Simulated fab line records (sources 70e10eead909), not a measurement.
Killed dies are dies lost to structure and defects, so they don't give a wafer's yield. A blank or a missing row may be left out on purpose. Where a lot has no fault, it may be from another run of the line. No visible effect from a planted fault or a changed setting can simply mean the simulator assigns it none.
Chamber matching	flow nand_harc	NHARC_A_STAIRCASE_DESCUM_312 on rie_diel-05: 4 sister chambers
The step chemistry O2, time 3 s. 24 wafers are shown with their chamber, then 12 later ones without.

## EACH WAFER AND ITS CHAMBER
wafer	chamber	drypump_motor_current_A (A)	showerhead_plenum_p_Torr (Torr)	oes_product_au (a.u.)
L077.2	1	4.8	1.83	0.982
L077.3	3	4.9	1.77	0.984
L077.6	3	4.9	1.77	0.989
L078.1	3	4.9	2.08	0.994
L078.2	1	4.8	1.83	1.025
L078.3	0	5.3	1.88	0.996
L082.2	1	4.7	1.82	1.010
L082.3	2	6.3	1.84	0.988
L082.5	3	4.9	2.07	0.990
L083.1	1	4.8	1.82	1.011
L083.2	2	6.3	1.84	0.991
L083.3	3	4.9	2.07	0.980
L085.1	1	4.8	1.82	1.017
L085.2	0	5.3	1.87	0.998
L085.6	0	5.3	1.87	1.000
L084.3	3	4.9	2.07	1.005
L084.4	1	4.8	1.82	1.012
L084.5	1	4.8	1.82	1.019
L088.1	1	4.8	1.82	1.016
L088.4	2	6.4	1.84	0.987
L088.5	1	4.8	1.82	1.014
L091.2	2	6.3	1.83	0.992
L091.4	0	5.3	1.87	0.989
L091.5	0	5.3	1.87	1.000

SIGNATURES, as means of the wafers listed above
reading	chamber 0	chamber 1	chamber 2	chamber 3	scatter within a chamber
drypump_motor_current_A	5.300	4.789	6.325	4.900	0.0286
showerhead_plenum_p_Torr	1.8720	1.8222	1.8375	1.9717	0.0782
oes_product_au	0.99660	1.01178	0.98950	0.99033	0.00907
Rule: for each reading, subtract the chamber's mean from the wafer's reading, divide by that reading's scatter and square the result; add these up over the readings and take the root, which gives the wafer's distance from the chamber. The wafer belongs to the nearest chamber; if the next one is less than 2 further off, it can't be placed. How the scatter is found: for the shown wafers, subtract from each reading the mean of its chamber, square and add these, divide the total by (wafers less chambers), then take the root.

## WAFERS WITHOUT THEIR CHAMBER
wafer	drypump_motor_current_A (A)	showerhead_plenum_p_Torr (Torr)	oes_product_au (a.u.)
L092.2	4.9	2.06	0.978
L092.5	4.8	1.81	1.009
L092.6	6.3	1.83	0.990
L093.1	6.4	1.83	1.002
L093.2	4.8	1.81	1.018
L093.4	4.9	2.06	0.991
L095.2	5.3	1.86	1.005
L095.3	4.8	1.81	1.011
L095.6	4.9	2.06	0.993
L097.3	4.9	2.06	0.985
L097.5	4.8	1.81	1.000
L097.6	5.2	1.86	1.003

## WHICH CHAMBER EACH WENT THROUGH
wafer	from the rows above	in truth
L092.2	3	3
L092.5	1	1
L092.6	2	2
L093.1	2	2
L093.2	1	1
L093.4	3	3
L095.2	0	0
L095.3	1	1
L095.6	3	3
L097.3	3	3
L097.5	1	1
L097.6	0	0
Correctly placed: 12 of 12. Can't be placed from these rows: 0. Wrongly placed: 0.
